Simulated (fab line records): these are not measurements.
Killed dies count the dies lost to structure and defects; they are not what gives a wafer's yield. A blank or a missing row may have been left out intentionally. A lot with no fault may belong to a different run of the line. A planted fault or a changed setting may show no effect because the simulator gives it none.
Chamber matching / flow n5_finfet / N5_STI_FIN_REVEAL_STRIP_24 on rie_diel-01 has 4 sister chambers
The step strips in N2/H2, time 90 s. 4 wafers are shown with their chamber, then 12 later ones without.

## EACH WAFER AND ITS CHAMBER
wafer=L082.6; chamber=2; drypump_motor_current_A (A)=6.7
wafer=L083.6; chamber=3; drypump_motor_current_A (A)=5.9
wafer=L085.3; chamber=1; drypump_motor_current_A (A)=5.3
wafer=L085.5; chamber=0; drypump_motor_current_A (A)=6.2

## WAFERS WITH NO CHAMBER GIVEN
wafer=L089.1; drypump_motor_current_A (A)=5.3
wafer=L089.3; drypump_motor_current_A (A)=6.2
wafer=L089.4; drypump_motor_current_A (A)=6.7
wafer=L091.2; drypump_motor_current_A (A)=5.3
wafer=L091.4; drypump_motor_current_A (A)=5.9
wafer=L091.6; drypump_motor_current_A (A)=6.2
wafer=L094.3; drypump_motor_current_A (A)=5.3
wafer=L094.4; drypump_motor_current_A (A)=6.7
wafer=L094.6; drypump_motor_current_A (A)=5.3
wafer=L097.1; drypump_motor_current_A (A)=6.7
wafer=L097.4; drypump_motor_current_A (A)=6.7
wafer=L097.5; drypump_motor_current_A (A)=6.0

## WHICH CHAMBER EACH ONE RAN IN
wafer=L089.1; from the rows above=1; in truth=1
wafer=L089.3; from the rows above=0; in truth=0
wafer=L089.4; from the rows above=2; in truth=2
wafer=L091.2; from the rows above=1; in truth=1
wafer=L091.4; from the rows above=3; in truth=3
wafer=L091.6; from the rows above=0; in truth=0
wafer=L094.3; from the rows above=1; in truth=1
wafer=L094.4; from the rows above=2; in truth=2
wafer=L094.6; from the rows above=1; in truth=1
wafer=L097.1; from the rows above=2; in truth=2
wafer=L097.4; from the rows above=2; in truth=2
wafer=L097.5; from the rows above=3; in truth=3
Correct placement for 12 of the 12. Not placeable from these rows: 0. Wrongly placed: 0.
How it was worked out, from the rows above alone: a wafer's distance from a chamber is the root of the sum, over the readings, of the square of ((its reading less the chamber's mean) divided by the reading's scatter). If the next closest chamber is less than 2 further off than the closest, the wafer can't be placed; otherwise it belongs to the closest. The mean given for a chamber averages the wafers shown for that chamber. The scatter (one wafer shown for each chamber): square how far every hidden wafer sits from the nearest shown wafer, average those squares and take the square root.
